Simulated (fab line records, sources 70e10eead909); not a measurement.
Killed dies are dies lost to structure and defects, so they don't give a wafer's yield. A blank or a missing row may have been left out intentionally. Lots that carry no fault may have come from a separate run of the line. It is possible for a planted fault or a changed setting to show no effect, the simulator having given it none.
The tool behind it: which one? + flow nand_harc + 72 wafers from 24 lots sampled at 3 of the route's 1159 steps

WHAT EACH GAUGE READ, for each wafer
NHARC_A_SGD_CUT_INSPECT_11. Usual: raw_defect_count 18, standard deviation 10.
| lot  | measured     | on                | raw_defect_count | flag |
|------|--------------|-------------------|------------------|------|
| L075 | day 14 02:45 | defect_inspect-01 | 17 20 23         |      |
| L074 | day 14 03:10 | defect_inspect-01 | 9 4 10           |      |
| L076 | day 14 03:31 | defect_inspect-01 | 4 6 5            |      |
| L080 | day 14 21:17 | defect_inspect-02 | 23 23 26         |      |
| L077 | day 14 21:46 | defect_inspect-01 | 4 8 6            |      |
| L078 | day 14 21:37 | defect_inspect-01 | 20 16 23         |      |
| L079 | day 14 22:19 | defect_inspect-01 | 9 5 5            |      |
| L081 | day 15 10:56 | defect_inspect-02 | 26 23 17         |      |
| L083 | day 15 22:08 | defect_inspect-01 | 9 6 4            |      |
| L082 | day 15 22:37 | defect_inspect-02 | 19 26 29         |      |
| L084 | day 16 10:42 | defect_inspect-01 | 8 9 7            |      |
| L086 | day 17 00:14 | defect_inspect-02 | 7 14 8           |      |
| L085 | day 17 00:28 | defect_inspect-02 | 23 20 24         |      |
| L087 | day 17 00:39 | defect_inspect-02 | 25 26 28         |      |
| L089 | day 17 16:29 | defect_inspect-02 | 34 35 32         |      |
| L088 | day 17 16:41 | defect_inspect-01 | 13 11 13         |      |
| L090 | day 17 21:21 | defect_inspect-02 | 9 12 6           |      |
| L091 | day 17 21:36 | defect_inspect-02 | 31 34 24         |      |
| L092 | day 18 02:29 | defect_inspect-02 | 17 16 20         |      |
| L093 | day 18 02:43 | defect_inspect-01 | 33 29 38         |      |
| L095 | day 18 13:41 | defect_inspect-02 | 21 14 6          |      |
| L094 | day 18 13:45 | defect_inspect-01 | 18 12 7          |      |
| L096 | day 18 14:02 | defect_inspect-02 | 41 41 36         |      |
| L097 | day 19 23:55 | defect_inspect-01 | 10 9 21          |      |

EACH LOT AND THE TOOL THAT RAN IT (in order: tool; ch and the chambers of the sampled wafers; start)
| lot  | NHARC_A_STAIRCASE_STRIP_446          | NHARC_A_SGD_CUT_DEP_00          |
|------|--------------------------------------|---------------------------------|
| L075 | plasma_asher-02 ch 0,1, day 13 23:14 | pecvd-04 ch 0,1,2, day 14 02:01 |
| L074 | plasma_asher-01 ch 0,1, day 13 23:24 | pecvd-01 ch 0,1, day 14 02:19   |
| L076 | plasma_asher-02 ch 0,1, day 13 23:50 | pecvd-03 ch 0,2, day 14 02:41   |
| L080 | plasma_asher-02 ch 0,1, day 14 17:42 | pecvd-04 ch 0,1, day 14 20:21   |
| L077 | plasma_asher-01 ch 0,1, day 14 17:46 | pecvd-04 ch 0,1, day 14 20:51   |
| L078 | plasma_asher-01 ch 0,1, day 14 18:03 | pecvd-03 ch 0,1,2, day 14 20:47 |
| L079 | plasma_asher-02 ch 1, day 14 18:58   | pecvd-01 ch 0,1, day 14 21:38   |
| L081 | plasma_asher-01 ch 0,1, day 15 07:23 | pecvd-04 ch 0,1,2, day 15 10:05 |
| L083 | plasma_asher-01 ch 0,1, day 15 18:32 | pecvd-03 ch 0,2, day 15 21:17   |
| L082 | plasma_asher-02 ch 0,1, day 15 18:56 | pecvd-04 ch 0,2, day 15 21:43   |
| L084 | plasma_asher-01 ch 0,1, day 16 06:59 | pecvd-03 ch 0,1,2, day 16 09:51 |
| L086 | plasma_asher-01 ch 1, day 16 20:34   | pecvd-03 ch 0,1,2, day 16 23:25 |
| L085 | plasma_asher-02 ch 0,1, day 16 20:35 | pecvd-03 ch 0,1,2, day 16 23:41 |
| L087 | plasma_asher-02 ch 0,1, day 16 20:52 | pecvd-03 ch 0,1,2, day 16 23:48 |
| L089 | plasma_asher-02 ch 0, day 17 12:59   | pecvd-01 ch 0,2, day 17 15:40   |
| L088 | plasma_asher-01 ch 0,1, day 17 13:07 | pecvd-01 ch 1,2, day 17 15:50   |
| L090 | plasma_asher-01 ch 0,1, day 17 17:53 | pecvd-04 ch 1,2, day 17 20:30   |
| L091 | plasma_asher-02 ch 0,1, day 17 18:03 | pecvd-01 ch 1,2, day 17 20:46   |
| L092 | plasma_asher-01 ch 0,1, day 17 23:02 | pecvd-01 ch 0,1, day 18 01:39   |
| L093 | plasma_asher-02 ch 0,1, day 17 23:17 | pecvd-01 ch 1,2, day 18 01:59   |
| L095 | plasma_asher-02 ch 0,1, day 18 09:52 | pecvd-03 ch 0,2, day 18 12:54   |
| L094 | plasma_asher-02 ch 0,1, day 18 10:08 | pecvd-03 ch 1,2, day 18 13:04   |
| L096 | plasma_asher-01 ch 0,1, day 18 10:22 | pecvd-04 ch 0,1,2, day 18 13:10 |
| L097 | plasma_asher-01 ch 1, day 19 20:25   | pecvd-01 ch 1,2, day 19 23:04   |
- NHARC_A_STAIRCASE_STRIP_446: strips in O2.
- NHARC_A_SGD_CUT_DEP_00: deposits SiNx, target thk 50 nm.

WHAT THE TOOLS THEMSELVES READ (means of the sampled wafers that have a number; where no wafer has one, the mark that the record gives instead)
NHARC_A_STAIRCASE_STRIP_446. Usual: drypump_motor_current_A 5.8 A, standard deviation 0.45; heater_power_w 355 W, standard deviation 34.
| lot  | tool            | drypump_motor_current_A (A) | heater_power_w (W) | flag |
|------|-----------------|-----------------------------|--------------------|------|
| L075 | plasma_asher-02 | 5.4                         | 331                |      |
| L074 | plasma_asher-01 | 6.3                         | 391                |      |
| L076 | plasma_asher-02 | 5.5                         | 331                |      |
| L080 | plasma_asher-02 | 5.5                         | 335                |      |
| L077 | plasma_asher-01 | 6.3                         | 392                |      |
| L078 | plasma_asher-01 | 6.3                         | 394                |      |
| L079 | plasma_asher-02 | 5.2                         | 322                |      |
| L081 | plasma_asher-01 | 6.0                         | 377                |      |
| L083 | plasma_asher-01 | 6.3                         | 387                |      |
| L082 | plasma_asher-02 | 5.5                         | 331                |      |
| L084 | plasma_asher-01 | 6.2                         | 389                |      |
| L086 | plasma_asher-01 | 5.8                         | 359                |      |
| L085 | plasma_asher-02 | 5.5                         | 337                |      |
| L087 | plasma_asher-02 | 5.4                         | 317                |      |
| L089 | plasma_asher-02 | 5.7                         | 347                |      |
| L088 | plasma_asher-01 | 6.0                         | 377                |      |
| L090 | plasma_asher-01 | 6.2                         | 390                |      |
| L091 | plasma_asher-02 | 5.4                         | 313                |      |
| L092 | plasma_asher-01 | 6.3                         | 390                |      |
| L093 | plasma_asher-02 | 5.5                         | 338                |      |
| L095 | plasma_asher-02 | 5.3                         | 312                |      |
| L094 | plasma_asher-02 | 5.4                         | 316                |      |
| L096 | plasma_asher-01 | 6.2                         | 386                |      |
| L097 | plasma_asher-01 | 5.8                         | 358                |      |

NHARC_A_SGD_CUT_DEP_00. Usual: heater_power_outer_w 441 W, standard deviation 46; heater_power_w 738 W, standard deviation 71.
| lot  | tool     | heater_power_outer_w (W) | heater_power_w (W) | flag |
|------|----------|--------------------------|--------------------|------|
| L075 | pecvd-04 | 462                      | 760                |      |
| L074 | pecvd-01 | 422                      | 728                |      |
| L076 | pecvd-03 | 474                      | 785                |      |
| L080 | pecvd-04 | 424                      | 701                |      |
| L077 | pecvd-04 | 413                      | 695                |      |
| L078 | pecvd-03 | 445                      | 763                |      |
| L079 | pecvd-01 | 445                      | 752                |      |
| L081 | pecvd-04 | 437                      | 728                |      |
| L083 | pecvd-03 | 512                      | 837                |      |
| L082 | pecvd-04 | 439                      | 722                |      |
| L084 | pecvd-03 | 473                      | 782                |      |
| L086 | pecvd-03 | 460                      | 777                |      |
| L085 | pecvd-03 | 455                      | 779                |      |
| L087 | pecvd-03 | 488                      | 817                |      |
| L089 | pecvd-01 | 381                      | 652                |      |
| L088 | pecvd-01 | 385                      | 637                |      |
| L090 | pecvd-04 | 415                      | 692                |      |
| L091 | pecvd-01 | 428                      | 687                |      |
| L092 | pecvd-01 | 448                      | 754                |      |
| L093 | pecvd-01 | 394                      | 638                |      |
| L095 | pecvd-03 | 463                      | 778                |      |
| L094 | pecvd-03 | 430                      | 745                |      |
| L096 | pecvd-04 | 440                      | 726                |      |
| L097 | pecvd-01 | 423                      | 692                |      |

THE ANSWER, worked out from the rows above alone
Rule: a lot is off if the mean of its wafers that have a number lies more than 3 standard deviations from the usual mean. Also off: a lot with no number at a reading for which 4 or more lots have one. The other lots that the step has rows for count as sound. The gauges are gone through in route order, then the tools' own readings, and for those a lot's mean is taken as printed above. The first step at which some lot is off is used, and at that step the reading that is off furthest; a lot without a number counts as furthest.
No lot is off on any of the readings shown, so nothing can be concluded from this.

WHAT WAS PUT IN BY THE SIMULATOR
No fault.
